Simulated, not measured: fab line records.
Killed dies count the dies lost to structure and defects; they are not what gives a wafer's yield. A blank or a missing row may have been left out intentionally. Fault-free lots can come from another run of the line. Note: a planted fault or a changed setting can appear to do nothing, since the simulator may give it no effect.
What tool caused it? -- flow n5-finfet -- 9 lots (27 wafers sampled), 1 step of a 1938-step route

## WHAT EACH GAUGE READ, for each wafer
N5_BEOL_M4_RC_MEAS_101.
lot,measured,on,DIBL_N (mV/V)
L964,day 9 04:28,prober-01,33.5 33.3 34.0
L966,day 9 19:20,prober-02,33.6 31.6 31.3
L972,day 11 10:08,prober-01,34.9 35.5 34.3
L973,day 11 23:14,prober-02,36.7 38.4 38.0
L979,day 13 23:04,prober-01,34.1 34.5 34.7
L980,day 14 05:44,prober-01,33.6 36.4 33.3
L982,day 14 19:01,prober-02,38.4 33.5 35.1
L983,day 15 03:55,prober-01,37.5 35.5 36.4
L984,day 15 04:52,prober-01,35.0 34.8 35.2

## TOOL THAT RAN EACH LOT (tool first, then ch and the chambers of the sampled wafers, then the start)
The record holds no process step before these readings.

## THE ANSWER, worked out from the rows above alone
Rule: usual is defined by the lots themselves. The widest of any qualifying gaps counts: lots, ordered by their means at a reading, are off when they make up no more than a third of the lots, leave a main group of 4 or more, and stand apart from it by 3 or more times the standard deviation of that group's means. A main group whose means are all the same, to the digits that the tables above print for the reading, isn't used. Also off: a lot with no number at a reading for which 4 or more lots have one. Where the step has rows for the other lots, those lots are counted as sound.
None of the lots is off at any reading shown; this tells nothing.

## WHAT THE SIMULATOR HAD PUT IN
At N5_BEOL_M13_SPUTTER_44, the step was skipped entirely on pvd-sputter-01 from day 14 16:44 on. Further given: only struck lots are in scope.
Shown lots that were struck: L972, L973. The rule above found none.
